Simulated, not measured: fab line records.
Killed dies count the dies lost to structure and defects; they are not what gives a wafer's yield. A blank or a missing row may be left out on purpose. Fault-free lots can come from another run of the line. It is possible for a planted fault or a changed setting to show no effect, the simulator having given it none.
Which tool is to blame? :: flow nand-harc :: 37 wafers from 13 lots sampled at 3 of the route's 1302 steps

WHAT THE GAUGES SHOWED, per wafer
NHARC_A_STAIRCASE_INSPECT_155.
lot: L976
measured: day 19 21:34
on: defect-inspect-01
raw-defect-count: 320 320 289

lot: L977
measured: day 19 21:44
on: defect-inspect-02
raw-defect-count: 312 299 491

lot: L978
measured: day 20 00:30
on: defect-inspect-01
raw-defect-count: 476 496 632

lot: L975
measured: day 20 02:44
on: defect-inspect-01
raw-defect-count: 362 471 488

lot: L979
measured: day 20 14:46
on: defect-inspect-01
raw-defect-count: 258 220 227

lot: L984
measured: day 22 22:34
on: defect-inspect-01
raw-defect-count: 281 422

lot: L988
measured: day 24 01:05
on: defect-inspect-02
raw-defect-count: 258 322

lot: L989
measured: day 25 00:16
on: defect-inspect-02
raw-defect-count: 525 399 496

lot: L992
measured: day 25 15:01
on: defect-inspect-02
raw-defect-count: 813 491 397

lot: L994
measured: day 26 14:59
on: defect-inspect-02
raw-defect-count: 482 443 337

lot: L993
measured: day 26 17:52
on: defect-inspect-02
raw-defect-count: 772 603 469

lot: L996
measured: day 27 18:25
on: defect-inspect-02
raw-defect-count: 328 328 335

lot: L997
measured: day 27 20:18
on: defect-inspect-02
raw-defect-count: 533 590 383

WHAT TOOL EACH LOT RAN ON (gives the tool, then ch and the chambers of the sampled wafers, and finally the start)
lot: L976
NHARC_A_STAIRCASE_CMP_450: cmp-03 ch 0,1,2, day 19 19:49
NHARC_A_STAIRCASE_ETCHBACK_422: rie-diel-07 ch 0,1,3, day 19 20:20

lot: L977
NHARC_A_STAIRCASE_CMP_450: cmp-01 ch 0,1,3, day 19 19:49
NHARC_A_STAIRCASE_ETCHBACK_422: rie-diel-08 ch 1,2,3, day 19 20:21

lot: L978
NHARC_A_STAIRCASE_CMP_450: cmp-03 ch 0,1,2, day 19 22:40
NHARC_A_STAIRCASE_ETCHBACK_422: rie-diel-08 ch 0,1,2, day 19 23:12

lot: L975
NHARC_A_STAIRCASE_CMP_450: cmp-02 ch 0,1,2, day 19 23:34
NHARC_A_STAIRCASE_ETCHBACK_422: rie-diel-07 ch 0,1,3, day 20 00:07

lot: L979
NHARC_A_STAIRCASE_CMP_450: cmp-01 ch 1,2, day 20 12:59
NHARC_A_STAIRCASE_ETCHBACK_422: rie-diel-08 ch 1,2,3, day 20 13:32

lot: L984
NHARC_A_STAIRCASE_CMP_450: cmp-01 ch 2,3, day 22 20:44
NHARC_A_STAIRCASE_ETCHBACK_422: rie-diel-07 ch 0,3, day 22 21:16

lot: L988
NHARC_A_STAIRCASE_CMP_450: cmp-01 ch 0,2, day 23 23:16
NHARC_A_STAIRCASE_ETCHBACK_422: rie-diel-07 ch 2,3, day 23 23:49

lot: L989
NHARC_A_STAIRCASE_CMP_450: cmp-01 ch 1,2, day 24 22:28
NHARC_A_STAIRCASE_ETCHBACK_422: rie-diel-08 ch 0,1, day 24 23:01

lot: L992
NHARC_A_STAIRCASE_CMP_450: cmp-01 ch 1,2,3, day 25 13:13
NHARC_A_STAIRCASE_ETCHBACK_422: rie-diel-08 ch 0,1,3, day 25 13:46

lot: L994
NHARC_A_STAIRCASE_CMP_450: cmp-01 ch 1,2,3, day 26 13:14
NHARC_A_STAIRCASE_ETCHBACK_422: rie-diel-07 ch 0,1,2, day 26 13:46

lot: L993
NHARC_A_STAIRCASE_CMP_450: cmp-02 ch 0,1, day 26 16:05
NHARC_A_STAIRCASE_ETCHBACK_422: rie-diel-08 ch 1,2,3, day 26 16:38

lot: L996
NHARC_A_STAIRCASE_CMP_450: cmp-01 ch 0,1,2, day 27 16:38
NHARC_A_STAIRCASE_ETCHBACK_422: rie-diel-07 ch 0,1,3, day 27 17:10

lot: L997
NHARC_A_STAIRCASE_CMP_450: cmp-02 ch 2,3, day 27 18:31
NHARC_A_STAIRCASE_ETCHBACK_422: rie-diel-06 ch 0,1,3, day 27 19:04
- NHARC_A_STAIRCASE_CMP_450: polishes SiO2, target thk 200 nm.
- NHARC_A_STAIRCASE_ETCHBACK_422: etches the open film in CH3F/O2, target depth 40 nm, time 74.286 s.

AS READ BY THE TOOLS THEMSELVES (means over the sampled wafers that have a number; for cases with no such wafer, the mark the record gives instead)
NHARC_A_STAIRCASE_CMP_450.
lot: L976
tool: cmp-03
motor-current-A (A): 12.2
slurry-filter-dp-kPa (kPa): 13.57

lot: L977
tool: cmp-01
motor-current-A (A): 11.9
slurry-filter-dp-kPa (kPa): 13.48

lot: L978
tool: cmp-03
motor-current-A (A): 12.4
slurry-filter-dp-kPa (kPa): 13.45

lot: L975
tool: cmp-02
motor-current-A (A): 12.2
slurry-filter-dp-kPa (kPa): 13.53

lot: L979
tool: cmp-01
motor-current-A (A): 10.8
slurry-filter-dp-kPa (kPa): 13.47

lot: L984
tool: cmp-01
motor-current-A (A): 10.7
slurry-filter-dp-kPa (kPa): 13.50

lot: L988
tool: cmp-01
motor-current-A (A): 12.1
slurry-filter-dp-kPa (kPa): 13.66

lot: L989
tool: cmp-01
motor-current-A (A): 11.6
slurry-filter-dp-kPa (kPa): 13.51

lot: L992
tool: cmp-01
motor-current-A (A): 10.5
slurry-filter-dp-kPa (kPa): 13.58

lot: L994
tool: cmp-01
motor-current-A (A): 11.0
slurry-filter-dp-kPa (kPa): 13.62

lot: L993
tool: cmp-02
motor-current-A (A): 11.4
slurry-filter-dp-kPa (kPa): 13.42

lot: L996
tool: cmp-01
motor-current-A (A): 11.9
slurry-filter-dp-kPa (kPa): 13.64

lot: L997
tool: cmp-02
motor-current-A (A): 12.3
slurry-filter-dp-kPa (kPa): 13.51

NHARC_A_STAIRCASE_ETCHBACK_422.
lot: L976
tool: rie-diel-07
ch3f-flow-sccm (sccm): 50.14
drypump-motor-current-A (A): 5.5
mfc-ar-sccm (sccm): 199.5
oes-product-au (a.u.): 0.92
rf-vpp-V (V): 245.0
showerhead-plenum-p-Torr (Torr): 2.51
throttle-valve-pct (%): 20.666

lot: L977
tool: rie-diel-08
ch3f-flow-sccm (sccm): 50.05
drypump-motor-current-A (A): 5.6
mfc-ar-sccm (sccm): 199.7
oes-product-au (a.u.): 0.98
rf-vpp-V (V): 243.7
showerhead-plenum-p-Torr (Torr): 2.41
throttle-valve-pct (%): 20.662

lot: L978
tool: rie-diel-08
ch3f-flow-sccm (sccm): 49.96
drypump-motor-current-A (A): 5.4
mfc-ar-sccm (sccm): 199.9
oes-product-au (a.u.): 0.93
rf-vpp-V (V): 244.7
showerhead-plenum-p-Torr (Torr): 2.46
throttle-valve-pct (%): 20.669

lot: L975
tool: rie-diel-07
ch3f-flow-sccm (sccm): 49.96
drypump-motor-current-A (A): 5.5
mfc-ar-sccm (sccm): 200.7
oes-product-au (a.u.): 0.90
rf-vpp-V (V): 244.7
showerhead-plenum-p-Torr (Torr): 2.51
throttle-valve-pct (%): 20.671

lot: L979
tool: rie-diel-08
ch3f-flow-sccm (sccm): 50.02
drypump-motor-current-A (A): 5.6
mfc-ar-sccm (sccm): 199.5
oes-product-au (a.u.): 0.93
rf-vpp-V (V): 244.2
showerhead-plenum-p-Torr (Torr): 2.41
throttle-valve-pct (%): 20.669

lot: L984
tool: rie-diel-07
ch3f-flow-sccm (sccm): 50.10
drypump-motor-current-A (A): 5.7
mfc-ar-sccm (sccm): 200.2
oes-product-au (a.u.): 0.99
rf-vpp-V (V): 244.4
showerhead-plenum-p-Torr (Torr): 2.50
throttle-valve-pct (%): 20.667

lot: L988
tool: rie-diel-07
ch3f-flow-sccm (sccm): 49.92
drypump-motor-current-A (A): 5.2
mfc-ar-sccm (sccm): 200.1
oes-product-au (a.u.): 0.93
rf-vpp-V (V): 245.6
showerhead-plenum-p-Torr (Torr): 2.47
throttle-valve-pct (%): 20.661

lot: L989
tool: rie-diel-08
ch3f-flow-sccm (sccm): 50.06
drypump-motor-current-A (A): 5.6
mfc-ar-sccm (sccm): 199.8
oes-product-au (a.u.): 1.02
rf-vpp-V (V): 243.4
showerhead-plenum-p-Torr (Torr): 2.47
throttle-valve-pct (%): 20.666

lot: L992
tool: rie-diel-08
ch3f-flow-sccm (sccm): 50.06
drypump-motor-current-A (A): 5.5
mfc-ar-sccm (sccm): 199.7
oes-product-au (a.u.): 1.01
rf-vpp-V (V): 243.5
showerhead-plenum-p-Torr (Torr): 2.40
throttle-valve-pct (%): 20.666

lot: L994
tool: rie-diel-07
ch3f-flow-sccm (sccm): 49.95
drypump-motor-current-A (A): 5.4
mfc-ar-sccm (sccm): 200.1
oes-product-au (a.u.): 0.92
rf-vpp-V (V): 244.4
showerhead-plenum-p-Torr (Torr): 2.53
throttle-valve-pct (%): 20.661

lot: L993
tool: rie-diel-08
ch3f-flow-sccm (sccm): 49.84
drypump-motor-current-A (A): 5.5
mfc-ar-sccm (sccm): 199.7
oes-product-au (a.u.): 0.98
rf-vpp-V (V): 243.6
showerhead-plenum-p-Torr (Torr): 2.39
throttle-valve-pct (%): 20.660

lot: L996
tool: rie-diel-07
ch3f-flow-sccm (sccm): 50.00
drypump-motor-current-A (A): 5.5
mfc-ar-sccm (sccm): 199.8
oes-product-au (a.u.): 0.92
rf-vpp-V (V): 243.9
showerhead-plenum-p-Torr (Torr): 2.48
throttle-valve-pct (%): 20.655

lot: L997
tool: rie-diel-06
ch3f-flow-sccm (sccm): 50.00
drypump-motor-current-A (A): 5.7
mfc-ar-sccm (sccm): 200.4
oes-product-au (a.u.): 0.92
rf-vpp-V (V): 244.5
showerhead-plenum-p-Torr (Torr): 2.46
throttle-valve-pct (%): 20.663

THE ANSWER, worked out from the rows above alone
Rule: what is usual is taken from the lots themselves. Put in order of their means at a reading, lots are off if they are a third of the lots or fewer, leave a main group of 4 or more, and stand apart from it by a gap of 3 or more times the standard deviation of the main group's means; of several such gaps the widest counts. If all means in a main group match to the digits the tables above print for the reading, that group is not used. A lot without any number at a reading at which 4 lots or more have one is off too. All remaining lots with rows at the step are treated as sound. After the gauges, taken in route order, come the tools' own readings; for these a lot's mean is taken, as printed above. At the first step where some lot is off, the reading lying furthest off is the one used; lots without a number count as furthest.
Across all readings shown, no lot is off: no conclusion can be drawn from this.

WHAT WAS PUT IN BY THE SIMULATOR
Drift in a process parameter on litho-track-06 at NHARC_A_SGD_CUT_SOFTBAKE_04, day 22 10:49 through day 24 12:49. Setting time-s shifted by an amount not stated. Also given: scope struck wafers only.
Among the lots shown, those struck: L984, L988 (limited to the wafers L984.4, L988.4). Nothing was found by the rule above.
